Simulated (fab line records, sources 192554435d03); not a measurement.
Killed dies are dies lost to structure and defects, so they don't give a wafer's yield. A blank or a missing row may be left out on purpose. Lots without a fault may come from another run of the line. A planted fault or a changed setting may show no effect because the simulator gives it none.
One fault seen from 2 desks | flow n5_finfet | each desk has only its own numbers; what lay behind them comes last

THE METROLOGY DESK
What the gauges read, lot by lot, whatever tool the lot ran on: means of the sampled wafers that have a number. A lot is out of limits, marked OUT, if its mean lies more than 4 standard deviations from the usual mean; the brackets give that distance.
Columns: A = PASS_OPEN_OVL at N5_PASSIVATION_OVL_MEAS_66, usual -7 nm
lot  | first seen here | A
L204 | day 13 12:14    | -7
L208 | day 14 02:06    | -4
L206 | day 14 05:52    | -4
L207 | day 14 10:16    | -8
L209 | day 14 23:02    | -6
L210 | day 15 02:13    | -14
L212 | day 16 03:15    | 1
L221 | day 18 06:26    | -5
L219 | day 18 14:18    | -3
L222 | day 18 18:50    | -9
This desk's finding: nothing out of limits on any of the 10 lots.

THE TOOL OWNER'S DESK: pecvd-02
The tool's own readings at N5_BEOL_M5_ILD_DEP_00 (deposits SiCOH lowk from DEMS/porogen, target thk 140.64 nm, time 25.9 s): means of the sampled wafers that have a number, for each lot that ran on this tool. A lot is out of limits, marked OUT, if its mean lies more than 4 standard deviations from the usual mean; the brackets give that distance.
Columns: A = heater_power_w at N5_BEOL_M5_ILD_DEP_00, usual 370 W; B = showerhead_plenum_p_Torr at N5_BEOL_M5_ILD_DEP_00, usual 5.738 Torr; C = throttle_valve_pct at N5_BEOL_M5_ILD_DEP_00, usual 13.8 %
lot  | first seen here | A   | B     | C
L204 | day 9 15:29     | 402 | 5.747 | 13.3
L208 | day 10 05:59    | 372 | 5.740 | 13.2
L207 | day 10 07:30    | 384 | 5.740 | 13.5
L209 | day 10 15:08    | 421 | 5.748 | 13.7
L210 | day 10 17:01    | 392 | 5.746 | 13.8
L219 | day 13 22:19    | 376 | 5.732 | 13.5
L221 | day 13 22:39    | 378 | 5.743 | 13.6
L222 | day 14 05:14    | 293 | 5.740 | 13.8
This desk's finding: nothing out of limits on any of the 8 lots.

PUT TOGETHER
The metrology desk saw nothing out of limits.
The tool owner's desk saw nothing out of limits.

WHAT THE SIMULATOR HAD PUT IN
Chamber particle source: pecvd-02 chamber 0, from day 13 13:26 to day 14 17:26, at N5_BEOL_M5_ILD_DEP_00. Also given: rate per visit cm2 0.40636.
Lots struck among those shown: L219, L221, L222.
